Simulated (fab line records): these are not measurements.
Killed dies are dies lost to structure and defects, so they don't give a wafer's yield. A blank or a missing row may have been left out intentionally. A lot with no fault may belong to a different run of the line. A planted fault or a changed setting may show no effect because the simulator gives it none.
Matching of chambers :: flow nand harc :: pecvd-03 running NHARC_A_CONTACT_DEP_85: 3 sister chambers
The step deposits SiON, target thk 60 nm. 18 wafers are shown with their chamber, then 9 later ones without.

## EACH WAFER AND ITS CHAMBER
wafer: L076.2
chamber: 1
heater power w (W): 853

wafer: L076.5
chamber: 0
heater power w (W): 598

wafer: L076.6
chamber: 2
heater power w (W): 698

wafer: L077.1
chamber: 1
heater power w (W): 797

wafer: L077.4
chamber: 0
heater power w (W): 604

wafer: L077.5
chamber: 1
heater power w (W): 830

wafer: L080.3
chamber: 1
heater power w (W): 763

wafer: L080.4
chamber: 2
heater power w (W): 766

wafer: L080.6
chamber: 1
heater power w (W): 775

wafer: L081.1
chamber: 1
heater power w (W): 873

wafer: L081.4
chamber: 2
heater power w (W): 761

wafer: L081.5
chamber: 0
heater power w (W): 620

wafer: L082.1
chamber: 1
heater power w (W): 917

wafer: L082.2
chamber: 2
heater power w (W): 726

wafer: L082.3
chamber: 0
heater power w (W): 605

wafer: L086.1
chamber: 1
heater power w (W): 829

wafer: L086.4
chamber: 2
heater power w (W): 728

wafer: L086.6
chamber: 0
heater power w (W): 558

SIGNATURES (averages over the wafers above)
reading: heater power w
chamber 0: 597.00
chamber 1: 829.62
chamber 2: 735.80
scatter within a chamber: 39.9
Rule: for a wafer and a chamber, the distance is found by dividing, reading by reading, the gap between the wafer's reading and the chamber's mean by the reading's scatter, squaring, summing and taking the root. If the next closest chamber is less than 2 further off than the closest, the wafer can't be placed; otherwise it belongs to the closest. How the scatter is found: for the shown wafers, subtract from each reading the mean of its chamber, square and add these, divide the total by (wafers less chambers), then take the root.

## WAFERS MISSING THEIR CHAMBER
wafer: L091.1
heater power w (W): 801

wafer: L091.4
heater power w (W): 829

wafer: L091.5
heater power w (W): 670

wafer: L095.2
heater power w (W): 875

wafer: L095.4
heater power w (W): 874

wafer: L095.6
heater power w (W): 560

wafer: L097.1
heater power w (W): 820

wafer: L097.2
heater power w (W): 569

wafer: L097.6
heater power w (W): 821

## EACH ONE'S CHAMBER
wafer: L091.1
from the rows above: can't be placed: 1 or 2
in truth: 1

wafer: L091.4
from the rows above: 1
in truth: 1

wafer: L091.5
from the rows above: can't be placed: 2 or 0
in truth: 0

wafer: L095.2
from the rows above: 1
in truth: 1

wafer: L095.4
from the rows above: 1
in truth: 1

wafer: L095.6
from the rows above: 0
in truth: 0

wafer: L097.1
from the rows above: can't be placed: 1 or 2
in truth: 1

wafer: L097.2
from the rows above: 0
in truth: 0

wafer: L097.6
from the rows above: can't be placed: 1 or 2
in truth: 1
Correctly placed: 5 of 9. Unplaceable from these rows: 4, with the true chamber sitting among the candidates in 4. Placed wrongly: 0.
